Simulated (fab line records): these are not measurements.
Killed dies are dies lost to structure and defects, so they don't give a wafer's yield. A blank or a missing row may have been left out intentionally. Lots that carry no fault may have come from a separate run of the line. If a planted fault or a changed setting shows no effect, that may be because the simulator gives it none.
Which tool was responsible? :: flow nand_harc :: Sampling: 11 lots, 33 wafers, 6 of 1302 route steps

WHAT EACH GAUGE READ, for each wafer
NHARC_P_GATE_CD_MEAS_91: the cd target is 2000 nm.
lot: L419
measured: day 5 13:46
on: cd_sem-03
cd_nm (nm): 2001.9 1998.4 2001.0

lot: L421
measured: day 6 11:43
on: cd_sem-02
cd_nm (nm): 1998.7 1999.2 1999.4

lot: L423
measured: day 7 07:40
on: cd_sem-01
cd_nm (nm): - - -

lot: L432
measured: day 10 22:53
on: cd_sem-01
cd_nm (nm): 1998.3 1998.6 2000.1

lot: L434
measured: day 12 05:10
on: cd_sem-02
cd_nm (nm): 2001.5 2000.5 1997.5

lot: L435
measured: day 12 14:38
on: cd_sem-02
cd_nm (nm): 1997.7 1998.8 1998.5

lot: L436
measured: day 12 18:36
on: cd_sem-01
cd_nm (nm): 1999.0 1998.4 2001.2

lot: L438
measured: day 13 13:43
on: cd_sem-02
cd_nm (nm): 2000.1 2002.4 2000.1

lot: L439
measured: day 13 21:16
on: cd_sem-03
cd_nm (nm): 2000.3 2001.8 2000.1

lot: L440
measured: day 14 08:26
on: cd_sem-03
cd_nm (nm): 1998.2 1999.0 2000.8

lot: L441
measured: day 15 03:35
on: cd_sem-01
cd_nm (nm): 2000.5 2000.6 2004.5

NHARC_END_SORT_01.
lot: L423
measured: day 25 18:37
on: prober-01
killed_at_array: 40 43 58
killed_at_other: 3 3 2
killed_at_periphery: 634 631 617
killed_dies: 677 677 677
killed_open: 3 4 3
killed_short: 2 8 2

TOOL THAT RAN EACH LOT (tool first, then ch and the chambers of the sampled wafers, then the start)
lot: L419
NHARC_P_GATE_ETCH_104: rie_diel-07 ch 0,2, day 4 22:40
NHARC_P_GATE_ETCH_114: rie_diel-07 ch 1,2,3, day 5 11:15 or earlier
NHARC_P_GATE_STRIP_75: plasma_asher-02 ch 0,1, day 5 11:15
NHARC_P_GATE_EXPOSE_88: krf_scanner-04 ch 0, day 5 13:37

lot: L421
NHARC_P_GATE_ETCH_104: rie_diel-07 ch 0,3, day 5 20:45
NHARC_P_GATE_ETCH_114: rie_diel-07 ch 0,2,3, day 6 09:12 or earlier
NHARC_P_GATE_STRIP_75: plasma_asher-01 ch 0,1, day 6 09:12
NHARC_P_GATE_EXPOSE_88: krf_scanner-04 ch 0, day 6 11:34

lot: L423
NHARC_P_GATE_ETCH_104: rie_diel-07 ch 1,2,3, day 6 16:31
NHARC_P_GATE_ETCH_114: rie_diel-07 ch 0,1,3, day 7 05:02 or earlier
NHARC_P_GATE_STRIP_75: plasma_asher-02 ch 0,1, day 7 05:02
NHARC_P_GATE_EXPOSE_88: krf_scanner-03 ch 0, day 7 07:31

lot: L432
NHARC_P_GATE_ETCH_104: rie_diel-04 ch 0,1,3, day 10 07:53
NHARC_P_GATE_ETCH_114: rie_diel-04 ch 0,3, day 10 20:23 or earlier
NHARC_P_GATE_STRIP_75: plasma_asher-02 ch 0,1, day 10 20:23
NHARC_P_GATE_EXPOSE_88: krf_scanner-04 ch 0, day 10 22:44

lot: L434
NHARC_P_GATE_ETCH_104: rie_diel-07 ch 1,2,3, day 11 14:03
NHARC_P_GATE_ETCH_114: rie_diel-07 ch 0,1, day 12 02:47 or earlier
NHARC_P_GATE_STRIP_75: plasma_asher-01 ch 0,1, day 12 02:47
NHARC_P_GATE_EXPOSE_88: krf_scanner-04 ch 0, day 12 05:01

lot: L435
NHARC_P_GATE_ETCH_104: rie_diel-04 ch 0,1,3, day 11 23:41
NHARC_P_GATE_ETCH_114: rie_diel-04 ch 0,1, day 12 12:06 or earlier
NHARC_P_GATE_STRIP_75: plasma_asher-02 ch 0,1, day 12 12:06
NHARC_P_GATE_EXPOSE_88: krf_scanner-02 ch 0, day 12 14:28

lot: L436
NHARC_P_GATE_ETCH_104: rie_diel-12 ch 0,1,2, day 12 03:38
NHARC_P_GATE_ETCH_114: rie_diel-12 ch 1,2,3, day 12 16:07 or earlier
NHARC_P_GATE_STRIP_75: plasma_asher-01 ch 0,1, day 12 16:07
NHARC_P_GATE_EXPOSE_88: krf_scanner-03 ch 0, day 12 18:26

lot: L438
NHARC_P_GATE_ETCH_104: rie_diel-04 ch 1,2,3, day 12 22:40
NHARC_P_GATE_ETCH_114: rie_diel-04 ch 0,2,3, day 13 11:15 or earlier
NHARC_P_GATE_STRIP_75: plasma_asher-01 ch 0,1, day 13 11:15
NHARC_P_GATE_EXPOSE_88: krf_scanner-04 ch 0, day 13 13:33

lot: L439
NHARC_P_GATE_ETCH_104: rie_diel-07 ch 2,3, day 13 05:53
NHARC_P_GATE_ETCH_114: rie_diel-07 ch 1,2, day 13 18:30 or earlier
NHARC_P_GATE_STRIP_75: plasma_asher-02 ch 0,1, day 13 18:30
NHARC_P_GATE_EXPOSE_88: krf_scanner-03 ch 0, day 13 21:07

lot: L440
NHARC_P_GATE_ETCH_104: rie_diel-07 ch 1,2, day 13 17:23
NHARC_P_GATE_ETCH_114: rie_diel-07 ch 0,1, day 14 05:56 or earlier
NHARC_P_GATE_STRIP_75: plasma_asher-01 ch 0,1, day 14 05:56
NHARC_P_GATE_EXPOSE_88: krf_scanner-02 ch 0, day 14 08:17

lot: L441
NHARC_P_GATE_ETCH_104: rie_diel-12 ch 0,1,3, day 14 12:32
NHARC_P_GATE_ETCH_114: rie_diel-12 ch 0,1, day 15 00:58 or earlier
NHARC_P_GATE_STRIP_75: plasma_asher-02 ch 0,1, day 15 00:58
NHARC_P_GATE_EXPOSE_88: krf_scanner-03 ch 0, day 15 03:26
- NHARC_P_GATE_ETCH_104: etches the open film in CF4/CHF3, target depth 60 nm.
- NHARC_P_GATE_ETCH_114: etches the open film in CF4/O2, target depth 30 nm, overetch 3 nm, time 16.5 s.
- NHARC_P_GATE_STRIP_75: strips in O2.
- NHARC_P_GATE_EXPOSE_88: exposes mask P HVN, target cd 2000 nm.

WHAT THE TOOLS THEMSELVES READ (means of the sampled wafers that have a number; where no wafer has one, the mark that the record gives instead)
NHARC_P_GATE_ETCH_104.
lot: L419
tool: rie_diel-07
drypump_motor_current_A (A): 5.7
oes_product_au (a.u.): 0.966
rf_vpp_V (V): 370.4
showerhead_plenum_p_Torr (Torr): 1.57
throttle_valve_pct (%): 16.796

lot: L421
tool: rie_diel-07
drypump_motor_current_A (A): 5.7
oes_product_au (a.u.): 0.974
rf_vpp_V (V): 367.7
showerhead_plenum_p_Torr (Torr): 1.48
throttle_valve_pct (%): 16.802

lot: L423
tool: rie_diel-07
drypump_motor_current_A (A): 5.6
oes_product_au (a.u.): 0.959
rf_vpp_V (V): 369.7
showerhead_plenum_p_Torr (Torr): 1.56
throttle_valve_pct (%): 16.799

lot: L432
tool: rie_diel-04
drypump_motor_current_A (A): 5.8
oes_product_au (a.u.): 0.949
rf_vpp_V (V): 372.7
showerhead_plenum_p_Torr (Torr): 1.62
throttle_valve_pct (%): 16.810

lot: L434
tool: rie_diel-07
drypump_motor_current_A (A): 5.6
oes_product_au (a.u.): 0.949
rf_vpp_V (V): 370.6
showerhead_plenum_p_Torr (Torr): 1.56
throttle_valve_pct (%): 16.806

lot: L435
tool: rie_diel-04
drypump_motor_current_A (A): 5.8
oes_product_au (a.u.): 0.941
rf_vpp_V (V): 372.3
showerhead_plenum_p_Torr (Torr): 1.62
throttle_valve_pct (%): 16.801

lot: L436
tool: rie_diel-12
drypump_motor_current_A (A): 5.5
oes_product_au (a.u.): 0.928
rf_vpp_V (V): 369.5
showerhead_plenum_p_Torr (Torr): 1.52
throttle_valve_pct (%): 16.799

lot: L438
tool: rie_diel-04
drypump_motor_current_A (A): 5.6
oes_product_au (a.u.): 0.943
rf_vpp_V (V): 372.0
showerhead_plenum_p_Torr (Torr): 1.60
throttle_valve_pct (%): 16.799

lot: L439
tool: rie_diel-07
drypump_motor_current_A (A): 5.8
oes_product_au (a.u.): 0.945
rf_vpp_V (V): 368.6
showerhead_plenum_p_Torr (Torr): 1.52
throttle_valve_pct (%): 16.801

lot: L440
tool: rie_diel-07
drypump_motor_current_A (A): 5.6
oes_product_au (a.u.): 0.948
rf_vpp_V (V): 371.8
showerhead_plenum_p_Torr (Torr): 1.61
throttle_valve_pct (%): 16.805

lot: L441
tool: rie_diel-12
drypump_motor_current_A (A): 5.5
oes_product_au (a.u.): 0.966
rf_vpp_V (V): 369.9
showerhead_plenum_p_Torr (Torr): 1.54
throttle_valve_pct (%): 16.800

NHARC_P_GATE_ETCH_114.
lot: L419
tool: rie_diel-07
drypump_motor_current_A (A): 5.6
o2_flow_sccm (sccm): 19.98
oes_ar_750_au (a.u.): 0.998
oes_o_777_au (a.u.): 1.001
oes_product_au (a.u.): 0.994
rf_vpp_V (V): 197.7
showerhead_plenum_p_Torr (Torr): 1.33
throttle_valve_pct (%): 13.395

lot: L421
tool: rie_diel-07
drypump_motor_current_A (A): 5.7
o2_flow_sccm (sccm): 19.99
oes_ar_750_au (a.u.): 0.999
oes_o_777_au (a.u.): 1.000
oes_product_au (a.u.): 0.991
rf_vpp_V (V): 196.6
showerhead_plenum_p_Torr (Torr): 1.29
throttle_valve_pct (%): 13.403

lot: L423
tool: rie_diel-07
drypump_motor_current_A (A): 5.6
o2_flow_sccm (sccm): 20.02
oes_ar_750_au (a.u.): 1.001
oes_o_777_au (a.u.): 0.996
oes_product_au (a.u.): 0.997
rf_vpp_V (V): 197.2
showerhead_plenum_p_Torr (Torr): 1.29
throttle_valve_pct (%): 13.400

lot: L432
tool: rie_diel-04
drypump_motor_current_A (A): 5.8
o2_flow_sccm (sccm): 20.02
oes_ar_750_au (a.u.): 0.999
oes_o_777_au (a.u.): 1.000
oes_product_au (a.u.): 1.007
rf_vpp_V (V): 197.5
showerhead_plenum_p_Torr (Torr): 1.36
throttle_valve_pct (%): 13.388

lot: L434
tool: rie_diel-07
drypump_motor_current_A (A): 5.6
o2_flow_sccm (sccm): 20.00
oes_ar_750_au (a.u.): 1.000
oes_o_777_au (a.u.): 0.997
oes_product_au (a.u.): 0.996
rf_vpp_V (V): 197.2
showerhead_plenum_p_Torr (Torr): 1.29
throttle_valve_pct (%): 13.401

lot: L435
tool: rie_diel-04
drypump_motor_current_A (A): 5.7
o2_flow_sccm (sccm): 20.04
oes_ar_750_au (a.u.): 0.998
oes_o_777_au (a.u.): 0.999
oes_product_au (a.u.): 0.999
rf_vpp_V (V): 198.4
showerhead_plenum_p_Torr (Torr): 1.39
throttle_valve_pct (%): 13.397

lot: L436
tool: rie_diel-12
drypump_motor_current_A (A): 5.7
o2_flow_sccm (sccm): 19.96
oes_ar_750_au (a.u.): 1.004
oes_o_777_au (a.u.): 1.000
oes_product_au (a.u.): 0.992
rf_vpp_V (V): 196.5
showerhead_plenum_p_Torr (Torr): 1.27
throttle_valve_pct (%): 13.405

lot: L438
tool: rie_diel-04
drypump_motor_current_A (A): 5.7
o2_flow_sccm (sccm): 20.02
oes_ar_750_au (a.u.): 0.995
oes_o_777_au (a.u.): 1.002
oes_product_au (a.u.): 1.005
rf_vpp_V (V): 198.6
showerhead_plenum_p_Torr (Torr): 1.37
throttle_valve_pct (%): 13.390

lot: L439
tool: rie_diel-07
drypump_motor_current_A (A): 5.6
o2_flow_sccm (sccm): 19.94
oes_ar_750_au (a.u.): 1.002
oes_o_777_au (a.u.): 1.000
oes_product_au (a.u.): 0.991
rf_vpp_V (V): 199.0
showerhead_plenum_p_Torr (Torr): 1.37
throttle_valve_pct (%): 13.396

lot: L440
tool: rie_diel-07
drypump_motor_current_A (A): 5.4
o2_flow_sccm (sccm): 20.00
oes_ar_750_au (a.u.): 1.003
oes_o_777_au (a.u.): 0.998
oes_product_au (a.u.): 0.990
rf_vpp_V (V): 197.1
showerhead_plenum_p_Torr (Torr): 1.32
throttle_valve_pct (%): 13.401

lot: L441
tool: rie_diel-12
drypump_motor_current_A (A): 5.6
o2_flow_sccm (sccm): 20.04
oes_ar_750_au (a.u.): 1.003
oes_o_777_au (a.u.): 1.003
oes_product_au (a.u.): 0.988
rf_vpp_V (V): 196.9
showerhead_plenum_p_Torr (Torr): 1.29
throttle_valve_pct (%): 13.398

NHARC_P_GATE_STRIP_75.
lot: L419
tool: plasma_asher-02
drypump_motor_current_A (A): 6.2
heater_power_w (W): 329
rf_refl_power_W (W): 19

lot: L421
tool: plasma_asher-01
drypump_motor_current_A (A): 5.7
heater_power_w (W): 349
rf_refl_power_W (W): 20

lot: L423
tool: plasma_asher-02
drypump_motor_current_A (A): 6.4
heater_power_w (W): 348
rf_refl_power_W (W): 20

lot: L432
tool: plasma_asher-02
drypump_motor_current_A (A): 6.1
heater_power_w (W): 326
rf_refl_power_W (W): 20

lot: L434
tool: plasma_asher-01
drypump_motor_current_A (A): 5.7
heater_power_w (W): 344
rf_refl_power_W (W): 19

lot: L435
tool: plasma_asher-02
drypump_motor_current_A (A): 6.4
heater_power_w (W): 341
rf_refl_power_W (W): 20

lot: L436
tool: plasma_asher-01
drypump_motor_current_A (A): 5.7
heater_power_w (W): 342
rf_refl_power_W (W): 20

lot: L438
tool: plasma_asher-01
drypump_motor_current_A (A): 5.7
heater_power_w (W): 328
rf_refl_power_W (W): 15

lot: L439
tool: plasma_asher-02
drypump_motor_current_A (A): 6.1
heater_power_w (W): 324
rf_refl_power_W (W): 20

lot: L440
tool: plasma_asher-01
drypump_motor_current_A (A): 5.7
heater_power_w (W): 334
rf_refl_power_W (W): 20

lot: L441
tool: plasma_asher-02
drypump_motor_current_A (A): 6.1
heater_power_w (W): 326
rf_refl_power_W (W): 20

THE ANSWER, worked out from the rows above alone
Rule: the lots themselves supply what counts as usual. The widest of any qualifying gaps counts: lots, ordered by their means at a reading, are off when they make up no more than a third of the lots, leave a main group of 4 or more, and stand apart from it by 3 or more times the standard deviation of that group's means. A main group is skipped when, at the precision printed for the reading in the tables above, its means are all equal. A lot without any number at a reading at which 4 lots or more have one is off too. The other lots that the step has rows for count as sound. Order of review: gauges by route order, followed by the tools' own readings, for which a lot's mean as printed above is used. At the first step where some lot is off, the reading lying furthest off is the one used; lots without a number count as furthest.
Off, at NHARC_P_GATE_CD_MEAS_91 on cd_nm: L423. Without a number there: L423. Mean 1999.9 nm and standard deviation 1 in the main group.
A tool fits if, at a process step before that reading, it ran every lot that is off, and no sound lot after the first of them. The gauges at NHARC_P_GATE_CD_MEAS_91 are tried like those tools. With no start given for some of its lots, NHARC_P_GATE_ETCH_114 uses the hours and lot order of NHARC_P_GATE_STRIP_75. None of those tried fits.

WHAT THE SIMULATOR HAD PUT IN
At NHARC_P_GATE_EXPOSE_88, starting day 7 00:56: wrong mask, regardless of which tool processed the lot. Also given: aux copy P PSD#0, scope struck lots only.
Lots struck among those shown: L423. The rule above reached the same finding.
